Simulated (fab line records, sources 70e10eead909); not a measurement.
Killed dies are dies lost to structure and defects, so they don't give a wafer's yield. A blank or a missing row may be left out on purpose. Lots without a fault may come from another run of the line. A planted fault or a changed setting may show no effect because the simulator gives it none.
fab line records | flow nand_harc
record lots=6 wafers=18 last_day=23
route steps=1159 shown A_CONTACT@847 END@1159
lots that met no fault: from a run of the same line without faults
start_h: hours from the record's first day to the start of the lot's first wafer shown | wait_h: hours since the lot's step before | " the same as in the row above | L1.1+2: a row that stands for several wafers | - no value, or no start given | * or withheld: withheld | < > ~ a bound
route shown NAME@n: a module of which the file shows steps, and the number in the route of the first | usual: mean/standard deviation of fault-free wafers | same: alike in all rows | chamber/n: place in a boat | sites: the reading at each site | _std_site: their standard deviation | _edge_site: outer sites' mean less inner sites' | radius_mm: how far each site lies from the wafer's centre | mask NAME#n: copy n | behind: the tool/chamber that last shaped the wafer | hold: why the lot was held/for how many hours/how that ended | device: the transistor (n, p or np) that didn't switch | end of line: the same wafers' tests at the end of the route | a step without rows: its recipe alone | killed: dies lost to structure and defects at the first sort, not the wafer's yield | map: a wafer's dies, x killed, . not, _ none there
set.NAME: the setting as run; set.NAME@STEP: as run at that earlier step | model.NAME: the simulator's own value behind a step, which no gauge read
lots at some steps of the route; a table a step, a row a wafer
services: from which hour (start_h, from the record's first day; less than 0 if before it) a tool's chamber was out of use, for how many hours, and why
## steps
# step NHARC_A_CONTACT_COAT_35
# recipe temp_c=225 time_s=65
# step NHARC_A_CONTACT_COAT_36
# recipe spin_rpm=1500 resist_thk_nm=90
# step NHARC_A_CONTACT_SOFTBAKE_37
# recipe temp_c=105 time_s=55
# step NHARC_A_CONTACT_EBR_38
# step NHARC_A_CONTACT_EXPOSE_39
# recipe na=1.35 sigma_outer=0.8 dose_mj=58.79 mask_id=A_CC_3
# step NHARC_A_CONTACT_PEB_40
# recipe peb_temp_c=100 peb_time_s=65
# step NHARC_A_CONTACT_DEVELOP_41
# recipe develop_time_s=35 dev_temp_c=23
# step NHARC_A_CONTACT_CD_MEAS_42
# recipe target_cd_nm=200 landing_energy_ev=500
# usual cd_nm=199.8/0.55
# columns lot.wafer tool chamber start_h wait_h cd_nm
L259.1 cd_sem-01 0 403.79 - 199.8
L259.4 " 0 " " 199.3
L259.5 " 0 " " 200.5
L265.2 cd_sem-02 0 431.73 - 200.5
L265.3 " 0 " " 199.5
L265.6 " 0 " " 200.1
L270.2 cd_sem-02 0 456.00 - 200.6
L270.4 " 0 " " 200.7
L270.5 " 0 " " 199.6
L268.1 cd_sem-02 0 459.87 - 199.3
L268.4 " 0 " " 199.6
L268.5 " 0 " " 200.2
L271.2 cd_sem-01 0 467.68 - 200.2
L271.3 " 0 " " 200.5
L271.5 " 0 " " 198.8
L276.1 cd_sem-03 0 491.70 - 200.3
L276.3 " 0 " " 200.6
L276.6 " 0 " " 199.7
# step NHARC_A_CONTACT_OVL_MEAS_43
# usual overlay_x_nm=-0.2/0.78 overlay_y_nm=-0.2/0.85
# columns lot.wafer tool chamber start_h wait_h overlay_x_nm overlay_y_nm
L259.1 overlay-01 - 403.88 - -0.5 -0.6
L259.4 " - " " 0.0 -0.2
L259.5 " - " " -0.1 -0.8
L265.2 overlay-02 - 431.82 - 1.4 -0.4
L265.3 " - " " 1.4 -0.5
L265.6 " - " " 1.1 -0.6
L270.2 overlay-02 - 456.09 - -0.2 1.0
L270.4 " - " " -0.3 0.9
L270.5 " - " " -0.7 1.2
L268.1 overlay-02 - 459.96 - -0.3 0.0
L268.4 " - " " -0.1 0.0
L268.5 " - " " 0.4 -0.3
L271.2 overlay-01 - 467.76 - -0.8 -1.1
L271.3 " - " " -0.9 0.0
L271.5 " - " " -0.8 0.0
L276.1 overlay-01 - 491.79 - -1.0 0.6
L276.3 " - " " -1.4 1.3
L276.6 " - " " -1.0 1.1
# step NHARC_A_CONTACT_INSPECT_44
# usual raw_defect_count=26/14
# columns lot.wafer tool chamber start_h wait_h raw_defect_count
L259.1 defect_inspect-01 - 403.92 0.0 23
L259.4 " - " " 18
L259.5 " - " " 22
L265.2 defect_inspect-02 - 431.86 0.0 11
L265.3 " - " " 11
L265.6 " - " " 7
L270.2 defect_inspect-01 - 456.13 0.0 15
L270.4 " - " " 13
L270.5 " - " " 11
L268.1 defect_inspect-02 - 460.00 0.0 49
L268.4 " - " " 53
L268.5 " - " " 56
L271.2 defect_inspect-02 - 467.80 0.0 37
L271.3 " - " " 32
L271.5 " - " " 33
L276.1 defect_inspect-02 - 491.83 0.0 37
L276.3 " - " " 29
L276.6 " - " " 31
# step NHARC_A_CONTACT_DESCUM_47
# recipe time_s=3 o2_flow_sccm=200 ar_flow_sccm=0 bias_power_w=0 chemistry=O2
# usual drypump_motor_current_A=6.0/0.39 oes_product_au=1.001/0.013 rf_vpp_V=57.9/1 showerhead_plenum_p_Torr=1.91/0.1 throttle_valve_pct=11.311/0.0091
# same bias_power_w=0
# columns lot.wafer tool chamber start_h wait_h drypump_motor_current_A oes_product_au rf_hours_counter_h rf_vpp_V showerhead_plenum_p_Torr throttle_valve_pct
L259.1 rie_diel-03 3 404.00 0.1 6.7 0.990 0 56.9 1.85 11.297
L259.4 " 0 " " 5.9 0.995 0 57.9 1.89 11.308
L259.5 " 2 " " 5.5 0.990 - 58.3 2.01 11.306
L265.3 rie_diel-11 0 431.97 0.1 5.7 0.975 20 56.9 1.80 11.319
L265.2 " 3 " " 6.6 1.018 20 55.8 1.78 11.318
L265.6 " 1 " " 5.7 1.035 - 57.4 2.03 11.308
L270.4 rie_diel-11 1 456.20 0.1 5.7 1.034 27 58.9 2.03 11.312
L270.2 " 2 " " 6.1 1.007 28 57.2 2.04 11.292
L270.5 " 0 " " 5.7 0.989 - 57.7 1.80 11.311
L268.4 rie_diel-11 1 460.06 0.1 5.7 1.032 28 58.9 2.03 11.309
L268.1 " 0 " " 5.7 0.983 30 57.7 1.80 11.296
L268.5 " 1 " " 5.7 1.028 - 58.8 2.03 11.314
L271.3 rie_diel-12 1 467.88 0.1 5.9 1.003 26 59.1 2.05 11.311
L271.2 " 2 " " 5.3 1.006 30 56.4 1.79 11.306
L271.5 " 0 " " 6.1 1.006 - 56.5 1.97 11.303
L276.3 rie_diel-03 0 491.90 0.1 5.9 1.012 18 58.4 1.89 11.314
L276.1 " 1 " " 6.0 1.009 18 55.7 1.78 11.317
L276.6 " 1 " " 6.0 1.002 - 57.2 1.78 11.312
# step NHARC_A_CONTACT_ETCH_48
# recipe target_depth_a=390 over_etch_frac=0.3 time_s=65 ion_energy_ev=80 cf4_flow_sccm=150 ar_flow_sccm=0 rf_w=300 bias_w=100 chemistry=CF4
# usual drypump_motor_current_A=5.9/0.38 oes_product_au=1.000/0.013 rf_vpp_V=151.1/1.4 run_length_s=86.3/0.32 showerhead_plenum_p_Torr=1.76/0.088 throttle_valve_pct=13.284/0.0089
# columns lot.wafer tool chamber start_h wait_h drypump_motor_current_A oes_product_au rf_hours_counter_h rf_vpp_V run_length_s showerhead_plenum_p_Torr throttle_valve_pct
L259.4 rie_diel-03 2 404.07 0.1 5.5 0.986 0 151.6 86.2 1.85 13.298
L259.1 " 3 " " 6.7 1.000 0 150.0 87.0 1.72 13.271
L259.5 " 1 " " 6.0 0.999 - 150.4 86.0 1.66 13.278
L265.2 rie_diel-11 1 432.07 0.1 5.6 1.018 17 152.9 86.2 1.87 13.300
L265.3 " 3 " " 6.6 1.014 20 149.6 86.7 1.65 13.274
L265.6 " 0 " " 5.8 0.980 - 151.7 86.6 1.67 13.272
L270.2 rie_diel-11 0 456.28 0.1 5.8 0.988 28 150.6 86.2 1.67 13.280
L270.4 " 2 " " 6.1 1.005 28 152.7 86.9 1.88 13.292
L270.5 " 0 " " 5.8 0.987 - 151.2 86.3 1.67 13.288
L268.4 rie_diel-11 2 460.15 0.1 6.1 1.015 29 154.0 86.2 1.88 13.282
L268.1 " 0 " " 5.8 0.985 30 151.4 86.4 1.67 13.291
L268.5 " 2 " " 6.1 1.012 - 152.0 86.8 1.88 13.279
L271.3 rie_diel-12 0 467.99 0.1 6.1 1.001 28 151.7 85.6 1.82 13.281
L271.2 " 1 " " 5.9 1.000 27 153.4 86.7 1.88 13.283
L271.5 " 1 " " 5.9 0.999 - 151.4 87.0 1.88 13.277
L276.3 rie_diel-03 1 491.99 0.1 6.0 1.006 18 149.6 86.1 1.65 13.270
L276.1 " 0 " " 5.9 1.006 18 151.1 85.9 1.75 13.285
L276.6 " 0 " " 5.9 1.007 - 150.1 86.1 1.75 13.283
# step NHARC_A_CONTACT_ETCH_49
# recipe target_depth_a=2600 over_etch_frac=0.3 time_s=475.3 ion_energy_ev=200 n2_flow_sccm=150 h2_flow_sccm=150 ar_flow_sccm=0 rf_w=400 bias_w=150 chemistry=N2/H2
# usual drypump_motor_current_A=5.9/0.39 oes_product_au=1.000/0.013 rf_vpp_V=430/3.2 run_length_s=496.6/0.32 showerhead_plenum_p_Torr=2.04/0.11 throttle_valve_pct=14.171/0.009
# columns lot.wafer tool chamber start_h wait_h drypump_motor_current_A oes_product_au rf_hours_counter_h rf_vpp_V run_length_s showerhead_plenum_p_Torr throttle_valve_pct
L259.1 rie_diel-03 0 404.15 - 5.9 0.989 0 431 496.3 2.02 14.177
L259.4 " 1 " " 6.0 0.992 0 428 496.5 1.90 14.180
L259.5 " 0 " " 5.9 0.988 - 430 496.0 2.02 14.169
L265.2 rie_diel-11 0 432.20 - 5.8 0.987 20 427 496.5 1.92 14.166
L265.3 " 1 " " 5.7 1.023 17 434 496.6 2.17 14.176
L265.6 " 0 " " 5.8 0.987 - 426 496.6 1.92 14.190
L270.4 rie_diel-11 2 456.36 - 6.1 1.005 28 434 496.5 2.18 14.150
L270.2 " 1 " " 5.7 1.030 27 434 497.0 2.17 14.178
L270.5 " 2 " " 6.1 1.005 - 435 476.8 2.18 14.171
L268.1 rie_diel-11 2 460.30 - 6.1 1.006 29 434 496.5 2.18 14.169
L268.4 " 3 " " 6.6 1.023 30 426 496.6 1.89 14.163
L268.5 " 1 " " 5.7 1.024 - 434 476.4 2.17 14.179
L271.2 rie_diel-12 2 468.09 - 5.3 1.007 30 427 497.4 1.91 14.172
L271.3 " 3 " " 5.6 1.001 29 432 496.8 2.09 14.166
L271.5 " 3 " " 5.5 1.005 - 432 496.7 2.09 14.166
L276.1 rie_diel-03 0 492.34 - 5.9 1.007 18 431 496.1 2.01 14.153
L276.3 " 2 " " 5.5 0.988 16 433 497.2 2.14 14.169
L276.6 " 2 " " 5.6 0.983 - 434 496.5 2.14 14.167
# step NHARC_A_CONTACT_ETCH_50
# recipe target_depth_a=847 time_s=42.4 cf4_flow_sccm=100 chf3_flow_sccm=30 ar_flow_sccm=0 rf_w=500 bias_w=200 chemistry=CF4/CHF3
# usual drypump_motor_current_A=6.0/0.4 oes_product_au=0.951/0.02 rf_vpp_V=370.5/2.8 run_length_s=63.7/0.33 showerhead_plenum_p_Torr=1.57/0.08 throttle_valve_pct=16.803/0.0091
# columns lot.wafer tool chamber start_h wait_h drypump_motor_current_A oes_product_au rf_hours_counter_h rf_vpp_V run_length_s showerhead_plenum_p_Torr throttle_valve_pct
L259.4 rie_diel-03 3 - - 6.7 0.972 0 368.5 63.6 1.53 16.804
L259.1 " 0 " " 5.9 0.978 1 370.8 63.4 1.56 16.800
L259.5 " 2 " " 5.5 0.958 - 371.8 63.8 1.65 16.789
L265.2 rie_diel-11 1 - - 5.6 0.966 18 374.2 63.7 1.66 16.793
L265.3 " 0 " " 5.8 0.922 20 367.3 63.8 1.49 16.790
L265.6 " 2 " " 6.1 0.955 - 373.2 63.7 1.68 16.808
L270.4 rie_diel-11 3 - - 6.6 0.941 28 367.8 63.6 1.47 16.788
L270.2 " 1 " " 5.7 0.969 27 372.4 63.6 1.66 16.810
L270.5 " 3 " " 6.6 0.942 - 367.1 63.8 1.47 16.803
L268.4 rie_diel-11 2 - - 6.1 0.967 29 374.9 64.0 1.67 16.795
L268.1 " 3 " " 6.6 0.988 30 366.5 64.1 1.47 16.802
L268.5 " 2 " " 6.1 0.961 - 374.5 63.6 1.67 16.803
L271.2 rie_diel-12 1 - - 5.9 0.951 27 375.3 64.0 1.68 16.803
L271.3 " 0 " " 6.1 0.951 28 370.3 63.1 1.62 16.796
L271.5 " 2 " " 5.3 0.960 - 367.1 63.8 1.48 16.790
L276.1 rie_diel-03 2 - - 5.5 0.932 16 372.4 63.9 1.64 16.808
L276.3 " 0 " " 5.9 0.961 18 369.3 63.2 1.55 16.788
L276.6 " 0 " " 5.9 0.952 - 369.5 63.4 1.55 16.811
# step NHARC_END_SORT_01
# recipe temp_c=25
# usual killed_at_array=25/10 killed_at_other=0.6/0.91 killed_at_periphery=3.6/2.9 killed_dies=29/10 killed_open=3.3/2 killed_short=1.9/1.5
# same gross_dies=677
# columns lot.wafer tool chamber start_h wait_h killed_at_array killed_at_other killed_at_periphery killed_dies killed_open killed_short
L265.2 prober-01 0 508.08 2.8 15 2 0 17 2 2
L265.3 prober-01 0 508.88 3.1 16 1 6 23 1 1
L265.6 prober-01 0 511.29 4.0 16 3 0 19 3 3
L270.2 prober-01 0 533.15 2.8 21 0 18 39 3 1
L270.4 prober-01 0 534.75 3.4 15 0 10 25 3 2
L270.5 prober-01 0 535.54 3.7 12 1 7 20 4 2
# killed by level:class
L265.2 A_CHANNEL_HOLE_D1:chamber_film_flake=6 A_STAIRCASE:chamber_film_flake=3 A_M0:geometric_particle:open=2 THIN_TSV:chamber_film_flake=2 A_ONON_D1:geometric_particle:short=1 A_CONTACT:geometric_particle:short=1 A_CONTACT:chamber_film_flake=1 A_M0:chamber_film_flake=1
L265.3 A_CHANNEL_HOLE_D1:chamber_film_flake=4 A_CONTACT:chamber_film_flake=4 P_M1:chamber_film_flake=3 A_STAIRCASE:chamber_film_flake=3 P_GATE:chamber_film_flake=2 A_WL_FILL:geometric_particle:short=1 A_CONTACT:geometric_particle:open=1 P_STI:chamber_film_flake=1
L265.6 A_STAIRCASE:chamber_film_flake=3 A_WL_FILL:chamber_film_flake=3 A_CONTACT:chamber_film_flake=3 THIN_TSV:chamber_film_flake=3 A_CHANNEL_FILL_D1:geometric_particle:open=2 A_WL_FILL:geometric_particle:short=2 A_CONTACT:geometric_particle:open=1 A_CONTACT:geometric_particle:short=1
L270.2 P_ZERO_WELL:chamber_film_flake=14 A_CHANNEL_HOLE_D1:chamber_film_flake=5 A_STAIRCASE:chamber_film_flake=5 A_CONTACT:chamber_film_flake=5 P_M2:chamber_film_flake=3 A_ZERO_WELL:chamber_film_flake=2 P_CONTACT:geometric_particle:open=1 A_SOURCE_PLATE:geometric_particle:open=1
L270.4 P_ZERO_WELL:chamber_film_flake=7 A_CHANNEL_HOLE_D1:chamber_film_flake=6 P_GATE:chamber_film_flake=3 A_CONTACT:geometric_particle:open=2 A_STAIRCASE:chamber_film_flake=2 A_CONTACT:chamber_film_flake=2 A_WL_FILL:geometric_particle:short=1 A_CONTACT:geometric_particle:short=1
L270.5 P_ZERO_WELL:chamber_film_flake=6 A_CONTACT:chamber_film_flake=4 A_CHANNEL_HOLE_D1:chamber_film_flake=2 A_ONON_D1:geometric_particle:open=1 A_CHANNEL_FILL_D1:geometric_particle:open=1 A_WL_FILL:geometric_particle:short=1 A_WL_FILL:geometric_particle:open=1 A_CONTACT:geometric_particle:short=1
## services
# columns tool chamber start_h hours kind
rie_diel-11 1 383.84 2.7 repair
rie_diel-03 - 392.30 9.0 pm
rie_diel-03 0 392.30 9.0 vent_cycle
rie_diel-03 1 392.30 9.0 vent_cycle
rie_diel-03 2 392.30 9.0 vent_cycle
rie_diel-11 0 400.98 - clean
rie_diel-11 1 400.98 - clean
rie_diel-11 2 400.98 - clean
rie_diel-11 3 400.98 - clean
rie_diel-12 0 411.76 5.7 repair
rie_diel-11 0 425.48 - clean
rie_diel-11 1 425.48 - clean
rie_diel-11 2 425.48 - clean
rie_diel-11 3 425.48 - clean
rie_diel-11 0 449.98 - clean
rie_diel-11 1 449.98 - clean
rie_diel-11 2 449.98 - clean
rie_diel-11 3 449.98 - clean
rie_diel-11 2 465.19 1.2 repair
rie_diel-11 0 474.48 - clean
rie_diel-11 1 474.48 - clean
rie_diel-11 2 474.48 - clean
rie_diel-11 3 474.48 - clean
rie_diel-03 3 487.54 6.7 repair
## key
first_sign step=NHARC_A_CONTACT_ETCH_49 reading=run_length_s direction=down sigmas=63 usual=* struck=*
effect none on later readings
met_at NHARC_A_CONTACT_ETCH_49
struck_wafers L268.5,L270.5
tester_left_out L268,L270
onset_between 432.20 456.36
fault kind=process_parameter_drift tool=rie_diel-11 chamber=- onset_h=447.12 steps=NHARC_A_CONTACT_ETCH_49 channel=time_s offset=* shape=step end_h=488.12 scope=struck_wafers_only acts_in=* stated=*
# tester_left_out: of these lots the tester's yield and bins aren't shown, on N5 and GAA mostly nor the transistor test; their killed dies are dies lost to structure and defects alone, not to doping, threshold or leakage, so they don't give the yield
